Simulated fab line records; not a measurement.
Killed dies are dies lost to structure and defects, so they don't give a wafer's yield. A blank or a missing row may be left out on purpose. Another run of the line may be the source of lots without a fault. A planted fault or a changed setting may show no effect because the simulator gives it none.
Chamber matching + flow n5Finfet + 4 sister chambers for N5_SD_EPI_N_ETCH_16 on rieDiel-05
The step etches SiO2 in CHF3/O2, target depth 5 nm. 8 wafers are shown with their chamber, then 9 later ones without.

== WAFERS WITH THEIR CHAMBER ==
| wafer  | chamber | showerheadPlenumPTorr (Torr) | oesProductAu (a.u.) |
|--------|---------|------------------------------|---------------------|
| L076.3 | 0       | 2.49                         | 0.94                |
| L078.2 | 1       | 2.38                         | 0.68                |
| L077.5 | 1       | 2.38                         | 0.68                |
| L077.6 | 0       | 2.49                         | 0.93                |
| L079.6 | 3       | 2.39                         | 0.67                |
| L081.1 | 2       | 2.50                         | 0.78                |
| L081.2 | 3       | 2.38                         | 0.68                |
| L081.6 | 2       | 2.50                         | 0.79                |

== WAFERS WITH NO CHAMBER GIVEN ==
| wafer  | showerheadPlenumPTorr (Torr) | oesProductAu (a.u.) |
|--------|------------------------------|---------------------|
| L082.1 | 2.48                         | 0.91                |
| L082.3 | 2.48                         | 0.91                |
| L082.4 | 2.48                         | 0.91                |
| L086.2 | 2.48                         | 0.87                |
| L086.4 | 2.38                         | 0.67                |
| L086.5 | 2.48                         | 0.87                |
| L090.2 | 2.49                         | 0.77                |
| L090.4 | 2.37                         | 0.97                |
| L090.6 | 2.49                         | 0.77                |

== EACH ONE'S CHAMBER ==
| wafer  | from the rows above     | in truth                   |
|--------|-------------------------|----------------------------|
| L082.1 | 0                       | 0                          |
| L082.3 | 0                       | 0                          |
| L082.4 | 0                       | 0                          |
| L086.2 | 0                       | 0                          |
| L086.4 | can't be placed: 3 or 1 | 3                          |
| L086.5 | 0                       | 0                          |
| L090.2 | 2                       | 2                          |
| L090.4 | 0                       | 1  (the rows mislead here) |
| L090.6 | 2                       | 2                          |
Placed correctly: 7 of 9. Not placeable from these rows: 1 (in 1, the candidates include the true chamber). Number placed wrongly: 1.
How it was worked out, from the rows above alone: a wafer's distance from a chamber is the root of the sum, over the readings, of the square of ((its reading less the chamber's mean) divided by the reading's scatter). If the next closest chamber is less than 2 further off than the closest, the wafer can't be placed; otherwise it belongs to the closest. A chamber's mean is the mean of its shown wafers. How the scatter is found: for the shown wafers, subtract from each reading the mean of its chamber, square and add these, divide the total by (wafers less chambers), then take the root.
